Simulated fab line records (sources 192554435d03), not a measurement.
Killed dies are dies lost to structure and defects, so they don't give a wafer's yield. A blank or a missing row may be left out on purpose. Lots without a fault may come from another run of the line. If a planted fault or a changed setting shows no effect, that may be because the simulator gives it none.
Matching of chambers -- flow n5Finfet -- 4 sister chambers for N5_BEOL_M0_SAQP_SPACER1_ETCHBACK_99 on rieDiel-05
The step etches SiO2 in CHF3/O2, target depth 15.4 nm, time 7.7 s. 14 wafers are shown with their chamber, then 7 later ones without.

## WAFERS WITH THEIR CHAMBER
wafer,chamber,rfVppV (V),showerheadPlenumPTorr (Torr),throttleValvePct (%)
L074.2,0,534,2.47,19.15
L074.3,2,544,2.43,19.02
L074.5,3,508,2.47,18.80
L077.1,2,541,2.43,19.02
L077.2,3,506,2.47,18.84
L077.3,3,507,2.47,18.84
L083.1,3,507,2.46,18.86
L083.2,0,533,2.46,18.77
L083.6,2,542,2.42,19.03
L084.2,0,534,2.46,18.77
L084.3,2,541,2.42,19.04
L084.6,1,519,2.35,19.03
L088.1,2,542,2.42,19.05
L088.4,3,507,2.46,18.86

SIGNATURES (averages over the wafers above)
reading,chamber 0,chamber 1,chamber 2,chamber 3,scatter within a chamber
rfVppV,533.67,519.00,542.00,507.00,0.931
showerheadPlenumPTorr,2.4633,2.3500,2.4240,2.4660,0.00554
throttleValvePct,18.8967,19.0300,19.0320,18.8400,0.0997
Rule: a wafer's distance from a chamber is the root of the sum, over the readings, of the square of ((its reading less the chamber's mean) divided by the reading's scatter). If the next closest chamber is less than 2 further off than the closest, the wafer can't be placed; otherwise it belongs to the closest. The scatter: take each reading less its chamber's mean, square it, sum over the shown wafers, divide by the number of wafers less the number of chambers, and take the root.

## WAFERS MISSING THEIR CHAMBER
wafer,rfVppV (V),showerheadPlenumPTorr (Torr),throttleValvePct (%)
L088.5,542,2.42,19.07
L089.1,518,2.34,19.05
L089.2,542,2.42,19.07
L089.6,540,2.42,19.07
L091.2,541,2.42,19.06
L091.3,508,2.46,18.89
L091.6,520,2.34,19.04

## WHICH CHAMBER EACH WENT THROUGH
wafer,from the rows above,in truth
L088.5,2,2
L089.1,1,1
L089.2,2,2
L089.6,2,2
L091.2,2,2
L091.3,3,3
L091.6,1,1
Placed correctly: 7 of 7. Left unplaced by these rows: 0. Number placed wrongly: 0.
